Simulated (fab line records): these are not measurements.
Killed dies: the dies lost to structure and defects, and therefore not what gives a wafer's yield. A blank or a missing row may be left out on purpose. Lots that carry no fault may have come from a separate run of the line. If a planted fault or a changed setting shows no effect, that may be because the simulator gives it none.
fab line records / flow nandHarc
[record] lots = 6 wafers = 18 lastDay = 34
route steps=1302 shown A_CHANNEL_HOLE_D2@607 A_CHANNEL_FILL_D2@610
lots untouched by any fault: they come from a run of this same line in which no faults occurred
startH: the number of hours between the record's first day and the start of the first shown wafer of the lot / waitH: how many hours have passed since the lot's step before this one / " the same as in the row above / L1.1+2: several wafers, shown together as one row / - value missing, or start not given / * or withheld: withheld / < > ~ a bound
route shown NAME@n: a module of which the file shows steps, and the number in the route of the first / usual: mean/standard deviation taken from wafers without a fault / same: alike in all rows / chamber/n: place in a boat / sites: each site's reading / _std_site: the standard deviation of these / _edge_site: the outer-site mean with the inner-site mean subtracted / radiusMm: how far each site lies from the wafer's centre / mask NAME#n: copy n / behind: tool/chamber where the wafer was last shaped / hold: cause of the lot's hold/its duration in hours/its outcome / device: names the non-switching transistor (n, p or np) / end of line: at the end of the route, the tests of the same wafers / step lacking rows: just its recipe / killed: count of dies lost to structure and defects at first sort (not the wafer's yield) / map: dies across one wafer; x = killed, . = not, _ = none there
set.NAME: the run value of the setting; set.NAME@STEP: its run value at that earlier step / model.NAME: the simulator's own value behind a step, which no gauge read
lots at some steps of the route; a table a step, a row a wafer
services: a tool's chamber out of use, with start hour (startH, from the record's first day; less than 0 if before it), hours out, and reason
[[steps]]
[step NHARC_A_CHANNEL_HOLE_D2_CD_MEAS_31]
[usual] cdNm = 89.7/2
lot.wafer=L752.1 tool=cdSem-02 chamber=- startH=400.30 waitH=- cdNm=92.0
lot.wafer=L752.2 tool=cdSem-02 chamber=- startH=400.30 waitH=- cdNm=90.5
lot.wafer=L752.5 tool=cdSem-02 chamber=- startH=400.30 waitH=- cdNm=90.2
lot.wafer=L753.3 tool=cdSem-01 chamber=- startH=406.25 waitH=- cdNm=90.2
lot.wafer=L753.4 tool=cdSem-01 chamber=- startH=406.25 waitH=- cdNm=93.3
lot.wafer=L753.5 tool=cdSem-01 chamber=- startH=406.25 waitH=- cdNm=91.2
lot.wafer=L760.1 tool=cdSem-03 chamber=- startH=478.37 waitH=- cdNm=88.5
lot.wafer=L760.4 tool=cdSem-03 chamber=- startH=478.37 waitH=- cdNm=88.3
lot.wafer=L760.6 tool=cdSem-03 chamber=- startH=478.37 waitH=- cdNm=88.6
lot.wafer=L762.1 tool=cdSem-01 chamber=- startH=493.25 waitH=- cdNm=90.9
lot.wafer=L762.3 tool=cdSem-01 chamber=- startH=493.25 waitH=- cdNm=88.8
lot.wafer=L762.6 tool=cdSem-01 chamber=- startH=493.25 waitH=- cdNm=88.5
lot.wafer=L765.2 tool=cdSem-01 chamber=- startH=520.21 waitH=- cdNm=88.5
lot.wafer=L765.5 tool=cdSem-01 chamber=- startH=520.21 waitH=- cdNm=87.0
lot.wafer=L765.6 tool=cdSem-01 chamber=- startH=520.21 waitH=- cdNm=87.6
lot.wafer=L766.2 tool=cdSem-02 chamber=- startH=550.61 waitH=- cdNm=93.4
lot.wafer=L766.3 tool=cdSem-02 chamber=- startH=550.61 waitH=- cdNm=87.0
lot.wafer=L766.6 tool=cdSem-02 chamber=- startH=550.61 waitH=- cdNm=86.0
[step NHARC_A_CHANNEL_HOLE_D2_XSEM_32]
[recipe] landingEnergyEv = 35000
[usual] botCdNm = 74.3/2.1 bowNm = 8.6/0.31 tiltDeg = 0.06/0.035
lot.wafer=L752.1 tool=xsem-01 chamber=0 startH=400.39 waitH=0.1 botCdNm=77.4 bowNm=8.8 tiltDeg=0.03
lot.wafer=L752.2 tool=xsem-01 chamber=0 startH=400.39 waitH=0.1 botCdNm=76.3 bowNm=8.9 tiltDeg=0.03
lot.wafer=L752.5 tool=xsem-01 chamber=0 startH=400.39 waitH=0.1 botCdNm=75.0 bowNm=8.8 tiltDeg=0.03
lot.wafer=L753.3 tool=xsem-02 chamber=0 startH=406.35 waitH=0.1 botCdNm=74.8 bowNm=8.5 tiltDeg=0.01
lot.wafer=L753.4 tool=xsem-02 chamber=0 startH=406.35 waitH=0.1 botCdNm=77.3 bowNm=8.6 tiltDeg=0.01
lot.wafer=L753.5 tool=xsem-02 chamber=0 startH=406.35 waitH=0.1 botCdNm=75.5 bowNm=8.5 tiltDeg=0.01
lot.wafer=L760.1 tool=xsem-01 chamber=0 startH=478.45 waitH=0.1 botCdNm=73.4 bowNm=9.2 tiltDeg=0.01
lot.wafer=L760.4 tool=xsem-01 chamber=0 startH=478.45 waitH=0.1 botCdNm=73.3 bowNm=9.2 tiltDeg=0.00
lot.wafer=L760.6 tool=xsem-01 chamber=0 startH=478.45 waitH=0.1 botCdNm=73.0 bowNm=9.3 tiltDeg=0.00
lot.wafer=L762.1 tool=xsem-01 chamber=0 startH=493.34 waitH=0.1 botCdNm=76.0 bowNm=8.3 tiltDeg=0.12
lot.wafer=L762.3 tool=xsem-01 chamber=0 startH=493.34 waitH=0.1 botCdNm=72.3 bowNm=8.4 tiltDeg=0.12
lot.wafer=L762.6 tool=xsem-01 chamber=0 startH=493.34 waitH=0.1 botCdNm=72.6 bowNm=8.3 tiltDeg=0.12
lot.wafer=L765.2 tool=xsem-02 chamber=0 startH=520.30 waitH=0.1 botCdNm=72.9 bowNm=9.2 tiltDeg=0.10
lot.wafer=L765.5 tool=xsem-02 chamber=0 startH=520.30 waitH=0.1 botCdNm=71.6 bowNm=9.3 tiltDeg=0.10
lot.wafer=L765.6 tool=xsem-02 chamber=0 startH=520.30 waitH=0.1 botCdNm=72.1 bowNm=9.3 tiltDeg=0.10
lot.wafer=L766.2 tool=xsem-02 chamber=0 startH=550.70 waitH=0.1 botCdNm=78.4 bowNm=8.6 tiltDeg=0.04
lot.wafer=L766.3 tool=xsem-02 chamber=0 startH=550.70 waitH=0.1 botCdNm=71.8 bowNm=8.5 tiltDeg=0.04
lot.wafer=L766.6 tool=xsem-02 chamber=0 startH=550.70 waitH=0.1 botCdNm=70.3 bowNm=8.5 tiltDeg=0.04
[step NHARC_A_CHANNEL_HOLE_D2_INSPECT_40]
[usual] rawDefectCount = 290/84
lot.wafer=L752.1 tool=defectInspect-02 chamber=- startH=400.49 waitH=- rawDefectCount=154
lot.wafer=L752.2 tool=defectInspect-02 chamber=- startH=400.49 waitH=- rawDefectCount=195
lot.wafer=L752.5 tool=defectInspect-02 chamber=- startH=400.49 waitH=- rawDefectCount=246
lot.wafer=L753.3 tool=defectInspect-01 chamber=- startH=406.44 waitH=- rawDefectCount=281
lot.wafer=L753.4 tool=defectInspect-01 chamber=- startH=406.44 waitH=- rawDefectCount=405
lot.wafer=L753.5 tool=defectInspect-01 chamber=- startH=406.44 waitH=- rawDefectCount=283
lot.wafer=L760.1 tool=defectInspect-02 chamber=- startH=478.55 waitH=- rawDefectCount=239
lot.wafer=L760.4 tool=defectInspect-02 chamber=- startH=478.55 waitH=- rawDefectCount=238
lot.wafer=L760.6 tool=defectInspect-02 chamber=- startH=478.55 waitH=- rawDefectCount=376
lot.wafer=L762.1 tool=defectInspect-02 chamber=- startH=493.43 waitH=- rawDefectCount=296
lot.wafer=L762.3 tool=defectInspect-02 chamber=- startH=493.43 waitH=- rawDefectCount=186
lot.wafer=L762.6 tool=defectInspect-02 chamber=- startH=493.43 waitH=- rawDefectCount=142
lot.wafer=L765.2 tool=defectInspect-02 chamber=- startH=520.39 waitH=- rawDefectCount=181
lot.wafer=L765.5 tool=defectInspect-02 chamber=- startH=520.39 waitH=- rawDefectCount=227
lot.wafer=L765.6 tool=defectInspect-02 chamber=- startH=520.39 waitH=- rawDefectCount=197
lot.wafer=L766.2 tool=defectInspect-02 chamber=- startH=550.80 waitH=- rawDefectCount=233
lot.wafer=L766.3 tool=defectInspect-02 chamber=- startH=550.80 waitH=- rawDefectCount=134
lot.wafer=L766.6 tool=defectInspect-02 chamber=- startH=550.80 waitH=- rawDefectCount=110
[step NHARC_A_CHANNEL_FILL_D2_PRECLEAN_00]
[recipe] timeS = * tempC = 50 bathAgeMin = 0 chemistry = SC1
[step NHARC_A_CHANNEL_FILL_D2_SRD_01]
[step NHARC_A_CHANNEL_FILL_D2_ALD_02]
[recipe] targetThkA = 60 pulseTimeS = 10 aldCycles = 60 tempC = 300 material = SiO2
[usual] heaterPowerW = 483/48 precursorPulseHeightRel = 1.001/0.019
lot.wafer=L752.2 tool=aldHk-02 chamber=0 startH=400.68 waitH=- heaterPowerW=515 precursorPulseHeightRel=0.996
lot.wafer=L752.1 tool=aldHk-02 chamber=3 startH=400.68 waitH=- heaterPowerW=471 precursorPulseHeightRel=1.039
lot.wafer=L752.5 tool=aldHk-02 chamber=1 startH=400.68 waitH=- heaterPowerW=487 precursorPulseHeightRel=0.979
lot.wafer=L753.4 tool=aldHk-03 chamber=3 startH=406.70 waitH=- heaterPowerW=535 precursorPulseHeightRel=0.975
lot.wafer=L753.3 tool=aldHk-03 chamber=0 startH=406.70 waitH=- heaterPowerW=575 precursorPulseHeightRel=1.020
lot.wafer=L753.5 tool=aldHk-03 chamber=3 startH=406.70 waitH=- heaterPowerW=526 precursorPulseHeightRel=1.023
lot.wafer=L760.1 tool=aldHk-02 chamber=2 startH=478.89 waitH=- heaterPowerW=508 precursorPulseHeightRel=0.984
lot.wafer=L760.4 tool=aldHk-02 chamber=3 startH=478.89 waitH=- heaterPowerW=468 precursorPulseHeightRel=1.024
lot.wafer=L760.6 tool=aldHk-02 chamber=1 startH=478.89 waitH=- heaterPowerW=495 precursorPulseHeightRel=0.978
lot.wafer=L762.1 tool=aldHk-03 chamber=3 startH=493.66 waitH=0.1 heaterPowerW=523 precursorPulseHeightRel=1.013
lot.wafer=L762.3 tool=aldHk-03 chamber=2 startH=493.66 waitH=0.1 heaterPowerW=397 precursorPulseHeightRel=0.967
lot.wafer=L762.6 tool=aldHk-03 chamber=3 startH=493.66 waitH=0.1 heaterPowerW=538 precursorPulseHeightRel=1.012
lot.wafer=L765.2 tool=aldHk-02 chamber=3 startH=521.68 waitH=1.2 heaterPowerW=474 precursorPulseHeightRel=1.042
lot.wafer=L765.5 tool=aldHk-02 chamber=1 startH=521.68 waitH=1.2 heaterPowerW=487 precursorPulseHeightRel=0.989
lot.wafer=L765.6 tool=aldHk-02 chamber=2 startH=521.68 waitH=1.2 heaterPowerW=520 precursorPulseHeightRel=1.015
lot.wafer=L766.2 tool=aldHk-03 chamber=0 startH=551.06 waitH=- heaterPowerW=582 precursorPulseHeightRel=0.983
lot.wafer=L766.3 tool=aldHk-03 chamber=1 startH=551.06 waitH=- heaterPowerW=393 precursorPulseHeightRel=0.987
lot.wafer=L766.6 tool=aldHk-03 chamber=0 startH=551.06 waitH=- heaterPowerW=578 precursorPulseHeightRel=0.985
[step NHARC_A_CHANNEL_FILL_D2_ALD_03]
[recipe] targetThkA = 60 pulseTimeS = 60 aldCycles = 58 tempC = 630 pressureTorr = 2 material = SiNx
[usual] precursorPulseHeightRel = 1.000/0.019
lot.wafer=L752.1 tool=aldSinBatch-02 chamber=0 startH=- waitH=- precursorPulseHeightRel=1.013
lot.wafer=L752.2 tool=aldSinBatch-02 chamber=0 startH=- waitH=- precursorPulseHeightRel=1.011
lot.wafer=L752.5 tool=aldSinBatch-02 chamber=0 startH=- waitH=- precursorPulseHeightRel=1.014
lot.wafer=L753.3 tool=aldSinBatch-02 chamber=0 startH=- waitH=- precursorPulseHeightRel=0.951
lot.wafer=L753.4 tool=aldSinBatch-02 chamber=0 startH=- waitH=- precursorPulseHeightRel=0.994
lot.wafer=L753.5 tool=aldSinBatch-02 chamber=0 startH=- waitH=- precursorPulseHeightRel=0.988
lot.wafer=L760.1 tool=aldSinBatch-03 chamber=0 startH=- waitH=- precursorPulseHeightRel=1.002
lot.wafer=L760.4 tool=aldSinBatch-03 chamber=0 startH=- waitH=- precursorPulseHeightRel=1.005
lot.wafer=L760.6 tool=aldSinBatch-03 chamber=0 startH=- waitH=- precursorPulseHeightRel=0.995
lot.wafer=L762.1 tool=aldSinBatch-02 chamber=0 startH=- waitH=- precursorPulseHeightRel=1.015
lot.wafer=L762.3 tool=aldSinBatch-02 chamber=0 startH=- waitH=- precursorPulseHeightRel=1.000
lot.wafer=L762.6 tool=aldSinBatch-02 chamber=0 startH=- waitH=- precursorPulseHeightRel=0.971
lot.wafer=L765.2 tool=aldSinBatch-02 chamber=0 startH=- waitH=- precursorPulseHeightRel=1.038
lot.wafer=L765.5 tool=aldSinBatch-02 chamber=0 startH=- waitH=- precursorPulseHeightRel=0.987
lot.wafer=L765.6 tool=aldSinBatch-02 chamber=0 startH=- waitH=- precursorPulseHeightRel=0.982
lot.wafer=L766.2 tool=aldSinBatch-02 chamber=0 startH=- waitH=- precursorPulseHeightRel=0.996
lot.wafer=L766.3 tool=aldSinBatch-02 chamber=0 startH=- waitH=- precursorPulseHeightRel=1.039
lot.wafer=L766.6 tool=aldSinBatch-02 chamber=0 startH=- waitH=- precursorPulseHeightRel=0.997
[step NHARC_A_CHANNEL_FILL_D2_ALD_14]
[recipe] targetThkA = 25 pulseTimeS = 10 aldCycles = 25 tempC = 300 material = SiO2
[step NHARC_A_CHANNEL_FILL_D2_ALD_15]
[recipe] targetThkA = 20 pulseTimeS = 60 aldCycles = 19 tempC = 630 pressureTorr = 2 material = SiNx
[usual] precursorPulseHeightRel = 1.000/0.022
lot.wafer=L752.1 tool=aldSinBatch-01 chamber=0 startH=- waitH=- precursorPulseHeightRel=0.965
lot.wafer=L752.2 tool=aldSinBatch-01 chamber=0 startH=- waitH=- precursorPulseHeightRel=0.984
lot.wafer=L752.5 tool=aldSinBatch-01 chamber=0 startH=- waitH=- precursorPulseHeightRel=0.999
lot.wafer=L753.3 tool=aldSinBatch-02 chamber=0 startH=- waitH=- precursorPulseHeightRel=0.990
lot.wafer=L753.4 tool=aldSinBatch-02 chamber=0 startH=- waitH=- precursorPulseHeightRel=1.031
lot.wafer=L753.5 tool=aldSinBatch-02 chamber=0 startH=- waitH=- precursorPulseHeightRel=1.007
lot.wafer=L760.1 tool=aldSinBatch-02 chamber=0 startH=- waitH=- precursorPulseHeightRel=0.947
lot.wafer=L760.4 tool=aldSinBatch-02 chamber=0 startH=- waitH=- precursorPulseHeightRel=0.976
lot.wafer=L760.6 tool=aldSinBatch-02 chamber=0 startH=- waitH=- precursorPulseHeightRel=1.019
lot.wafer=L762.1 tool=aldSinBatch-02 chamber=0 startH=- waitH=- precursorPulseHeightRel=0.992
lot.wafer=L762.3 tool=aldSinBatch-02 chamber=0 startH=- waitH=- precursorPulseHeightRel=1.011
lot.wafer=L762.6 tool=aldSinBatch-02 chamber=0 startH=- waitH=- precursorPulseHeightRel=1.026
lot.wafer=L765.2 tool=aldSinBatch-03 chamber=0 startH=- waitH=- precursorPulseHeightRel=1.001
lot.wafer=L765.5 tool=aldSinBatch-03 chamber=0 startH=- waitH=- precursorPulseHeightRel=1.014
lot.wafer=L765.6 tool=aldSinBatch-03 chamber=0 startH=- waitH=- precursorPulseHeightRel=1.043
lot.wafer=L766.2 tool=aldSinBatch-01 chamber=0 startH=- waitH=- precursorPulseHeightRel=1.015
lot.wafer=L766.3 tool=aldSinBatch-01 chamber=0 startH=- waitH=- precursorPulseHeightRel=0.995
lot.wafer=L766.6 tool=aldSinBatch-01 chamber=0 startH=- waitH=- precursorPulseHeightRel=0.994
[step NHARC_A_CHANNEL_FILL_D2_ALD_16]
[recipe] targetThkA = 15 pulseTimeS = 10 aldCycles = 15 tempC = 300 material = SiO2
[step NHARC_A_CHANNEL_FILL_D2_ANNEAL_17]
[recipe] tempC = 850 timeS = 1800
[step NHARC_A_CHANNEL_FILL_D2_CVD_18]
[recipe] targetThkA = 30 tempC = 550 material = poly-Si
[step NHARC_A_CHANNEL_FILL_D2_ETCHBACK_19]
[recipe] targetDepthA = 50 timeS = 1.7 hbrFlowSccm = 150 cl2FlowSccm = 50 rfW = 400 icpW = 400 biasW = 100 chemistry = HBr/Cl2
[usual] drypumpMotorCurrentA = 5.9/0.36 heBacksideLeakSccm = 2.65/0.22 oesProductAu = 0.996/0.012 throttleValvePct = 26.406/0.0091
lot.wafer=L752.1 tool=rieSi-03 chamber=2 startH=424.37 waitH=0.4 drypumpMotorCurrentA=6.5 heBacksideLeakSccm=2.90 oesProductAu=0.710 rfHoursCounterH=0.1 throttleValvePct=26.418
lot.wafer=L752.2 tool=rieSi-03 chamber=1 startH=424.37 waitH=0.4 drypumpMotorCurrentA=5.7 heBacksideLeakSccm=2.94 oesProductAu=1.002 rfHoursCounterH=0.1 throttleValvePct=26.391
lot.wafer=L752.5 tool=rieSi-03 chamber=3 startH=424.37 waitH=0.4 drypumpMotorCurrentA=6.0 heBacksideLeakSccm=2.64 oesProductAu=0.723 rfHoursCounterH=- throttleValvePct=26.415
lot.wafer=L753.4 tool=rieSi-03 chamber=1 startH=430.04 waitH=0.4 drypumpMotorCurrentA=5.7 heBacksideLeakSccm=2.93 oesProductAu=1.006 rfHoursCounterH=0.1 throttleValvePct=26.411
lot.wafer=L753.3 tool=rieSi-03 chamber=2 startH=430.04 waitH=0.4 drypumpMotorCurrentA=6.5 heBacksideLeakSccm=2.88 oesProductAu=0.699 rfHoursCounterH=0.1 throttleValvePct=26.405
lot.wafer=L753.5 tool=rieSi-03 chamber=0 startH=430.04 waitH=0.4 drypumpMotorCurrentA=6.5 heBacksideLeakSccm=2.13 oesProductAu=0.724 rfHoursCounterH=- throttleValvePct=26.407
lot.wafer=L760.4 tool=rieSi-05 chamber=0 startH=502.77 waitH=0.4 drypumpMotorCurrentA=5.6 heBacksideLeakSccm=2.52 oesProductAu=0.993 rfHoursCounterH=0.1 throttleValvePct=26.410
lot.wafer=L760.1 tool=rieSi-05 chamber=3 startH=502.77 waitH=0.4 drypumpMotorCurrentA=5.9 heBacksideLeakSccm=2.26 oesProductAu=0.992 rfHoursCounterH=0.1 throttleValvePct=26.405
lot.wafer=L760.6 tool=rieSi-05 chamber=1 startH=502.77 waitH=0.4 drypumpMotorCurrentA=5.8 heBacksideLeakSccm=2.33 oesProductAu=0.994 rfHoursCounterH=- throttleValvePct=26.403
lot.wafer=L762.1 tool=rieSi-03 chamber=0 startH=517.80 waitH=0.4 drypumpMotorCurrentA=6.5 heBacksideLeakSccm=2.23 oesProductAu=1.002 rfHoursCounterH=0.6 throttleValvePct=26.386
lot.wafer=L762.3 tool=rieSi-03 chamber=3 startH=517.80 waitH=0.4 drypumpMotorCurrentA=6.1 heBacksideLeakSccm=2.47 oesProductAu=0.997 rfHoursCounterH=0.6 throttleValvePct=26.397
lot.wafer=L762.6 tool=rieSi-03 chamber=0 startH=517.80 waitH=0.4 drypumpMotorCurrentA=6.5 heBacksideLeakSccm=2.26 oesProductAu=1.002 rfHoursCounterH=- throttleValvePct=26.427
lot.wafer=L765.2 tool=rieSi-05 chamber=0 startH=545.11 waitH=0.4 drypumpMotorCurrentA=5.6 heBacksideLeakSccm=2.62 oesProductAu=0.969 rfHoursCounterH=0.3 throttleValvePct=26.414
lot.wafer=L765.6 tool=rieSi-05 chamber=2 startH=545.11 waitH=0.4 drypumpMotorCurrentA=6.6 heBacksideLeakSccm=2.60 oesProductAu=1.000 rfHoursCounterH=- throttleValvePct=26.391
lot.wafer=L765.5 tool=rieSi-05 chamber=3 startH=545.11 waitH=0.4 drypumpMotorCurrentA=6.0 heBacksideLeakSccm=2.45 oesProductAu=0.984 rfHoursCounterH=- throttleValvePct=26.401
lot.wafer=L766.3 tool=rieSi-02 chamber=2 startH=572.01 waitH=0.4 drypumpMotorCurrentA=5.4 heBacksideLeakSccm=3.01 oesProductAu=0.981 rfHoursCounterH=0.7 throttleValvePct=26.386
lot.wafer=L766.2 tool=rieSi-02 chamber=0 startH=572.01 waitH=0.4 drypumpMotorCurrentA=5.7 heBacksideLeakSccm=2.81 oesProductAu=0.992 rfHoursCounterH=0.6 throttleValvePct=26.401
lot.wafer=L766.6 tool=rieSi-02 chamber=3 startH=572.01 waitH=0.4 drypumpMotorCurrentA=5.8 heBacksideLeakSccm=2.52 oesProductAu=0.996 rfHoursCounterH=- throttleValvePct=26.399
[step NHARC_A_CHANNEL_FILL_D2_ETCHBACK_20]
[recipe] targetDepthA = 270 timeS = 13.5 c4f8FlowSccm = withheld o2FlowSccm = 8 arFlowSccm = withheld rfW = 600 biasW = 1500 chemistry = C4F8/O2/Ar
[usual] oesProductAu = 0.981/0.023 rfVppV = 978/6.6
lot.wafer=L752.2 tool=rieDiel-04 chamber=1 startH=424.51 waitH=- oesProductAu=1.005 rfHoursCounterH=2 rfVppV=987
lot.wafer=L752.1 tool=rieDiel-04 chamber=2 startH=424.51 waitH=- oesProductAu=0.990 rfHoursCounterH=2 rfVppV=981
lot.wafer=L752.5 tool=rieDiel-04 chamber=1 startH=424.51 waitH=- oesProductAu=1.002 rfHoursCounterH=- rfVppV=985
lot.wafer=L753.4 tool=rieDiel-04 chamber=0 startH=430.16 waitH=- oesProductAu=0.984 rfHoursCounterH=2 rfVppV=980
lot.wafer=L753.3 tool=rieDiel-04 chamber=2 startH=430.16 waitH=- oesProductAu=0.989 rfHoursCounterH=2 rfVppV=982
lot.wafer=L753.5 tool=rieDiel-04 chamber=3 startH=430.16 waitH=- oesProductAu=1.012 rfHoursCounterH=- rfVppV=978
lot.wafer=L760.4 tool=rieDiel-03 chamber=2 startH=502.90 waitH=- oesProductAu=0.988 rfHoursCounterH=6 rfVppV=971
lot.wafer=L760.1 tool=rieDiel-03 chamber=0 startH=502.90 waitH=- oesProductAu=0.997 rfHoursCounterH=7 rfVppV=969
lot.wafer=L760.6 tool=rieDiel-03 chamber=3 startH=502.90 waitH=- oesProductAu=0.985 rfHoursCounterH=- rfVppV=987
lot.wafer=L762.3 tool=rieDiel-03 chamber=0 startH=517.94 waitH=- oesProductAu=0.928 rfHoursCounterH=10 rfVppV=971
lot.wafer=L762.1 tool=rieDiel-03 chamber=1 startH=517.94 waitH=- oesProductAu=0.928 rfHoursCounterH=10 rfVppV=973
lot.wafer=L762.6 tool=rieDiel-03 chamber=3 startH=517.94 waitH=- oesProductAu=0.911 rfHoursCounterH=- rfVppV=985
lot.wafer=L765.2 tool=rieDiel-04 chamber=3 startH=545.24 waitH=- oesProductAu=0.991 rfHoursCounterH=0 rfVppV=976
lot.wafer=L765.6 tool=rieDiel-04 chamber=0 startH=545.24 waitH=- oesProductAu=0.987 rfHoursCounterH=- rfVppV=980
lot.wafer=L765.5 tool=rieDiel-04 chamber=1 startH=545.24 waitH=- oesProductAu=1.013 rfHoursCounterH=- rfVppV=987
lot.wafer=L766.2 tool=rieDiel-04 chamber=3 startH=572.14 waitH=- oesProductAu=0.978 rfHoursCounterH=1 rfVppV=977
lot.wafer=L766.3 tool=rieDiel-04 chamber=2 startH=572.14 waitH=- oesProductAu=0.980 rfHoursCounterH=1 rfVppV=980
lot.wafer=L766.6 tool=rieDiel-04 chamber=3 startH=572.14 waitH=- oesProductAu=0.980 rfHoursCounterH=- rfVppV=978
[[services]]
tool=rieDiel-04 chamber=0 startH=388.43 hours=- kind=clean
tool=rieDiel-04 chamber=1 startH=388.43 hours=- kind=clean
tool=rieSi-03 chamber=2 startH=393.43 hours=1.6 kind=repair
tool=aldSinBatch-03 chamber=- startH=397.26 hours=18.5 kind=repair
tool=rieSi-03 chamber=- startH=398.00 hours=9.0 kind=pm
tool=rieDiel-04 chamber=3 startH=420.32 hours=4.2 kind=repair
tool=rieDiel-03 chamber=0 startH=449.01 hours=9.5 kind=repair
tool=rieSi-02 chamber=- startH=454.00 hours=9.0 kind=pm
tool=rieDiel-03 chamber=3 startH=455.31 hours=4.6 kind=repair
tool=rieDiel-04 chamber=- startH=457.37 hours=0.1 kind=repair
tool=rieDiel-03 chamber=- startH=458.90 hours=9.0 kind=pm
tool=rieSi-03 chamber=2 startH=466.25 hours=12.6 kind=repair
tool=rieSi-03 chamber=- startH=471.81 hours=1.1 kind=repair
tool=rieSi-02 chamber=- startH=476.17 hours=0.9 kind=repair
tool=rieSi-05 chamber=1 startH=480.69 hours=13.3 kind=repair
tool=rieSi-05 chamber=- startH=482.00 hours=9.0 kind=pm
tool=rieDiel-03 chamber=3 startH=483.34 hours=3.1 kind=repair
tool=rieDiel-03 chamber=3 startH=503.18 hours=1.4 kind=repair
tool=aldSinBatch-01 chamber=- startH=506.61 hours=26.0 kind=pm
tool=rieSi-03 chamber=0 startH=522.65 hours=3.0 kind=repair
tool=aldHk-02 chamber=- startH=525.13 hours=2.0 kind=repair
tool=aldHk-02 chamber=- startH=527.16 hours=10.0 kind=pm
tool=rieDiel-04 chamber=- startH=531.93 hours=9.0 kind=pm
tool=aldHk-03 chamber=- startH=569.84 hours=10.0 kind=pm
[[key]]
[firstSign] step = NHARC_A_CHANNEL_FILL_D2_ETCHBACK_19 reading = oesProductAu direction = down sigmas = 23 usual = 0.996 struck = 0.714
effect none on later readings
metAt NHARC_A_CHANNEL_FILL_D2_ETCHBACK_19
struckWafers L752.1,L752.5,L753.3,L753.5
laterRowsLeftOut L752.1,L752.5,L753.3,L753.5
sortLeftOut L752.1,L752.5,L753.3,L753.5
testerLeftOut L752,L753
[fault] kind = processParameterDrift tool = rieSi-03 chamber = - onsetH = 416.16 steps = NHARC_A_CHANNEL_FILL_D2_ETCHBACK_19 channel = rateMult offset = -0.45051 shape = step endH = 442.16 scope = struckWafersOnly
// testerLeftOut: of these lots the tester's yield and bins aren't shown, on N5 and GAA mostly nor the transistor test; their killed dies are dies lost to structure and defects alone, not to doping, threshold or leakage, so they don't give the yield
// sortLeftOut: the simulated sort isn't trusted on such a fault, so these wafers' sort isn't shown, and their yield isn't known
// laterRowsLeftOut: the simulator's readings of these wafers behind a module that went badly wrong aren't trusted and aren't shown, but for the sort
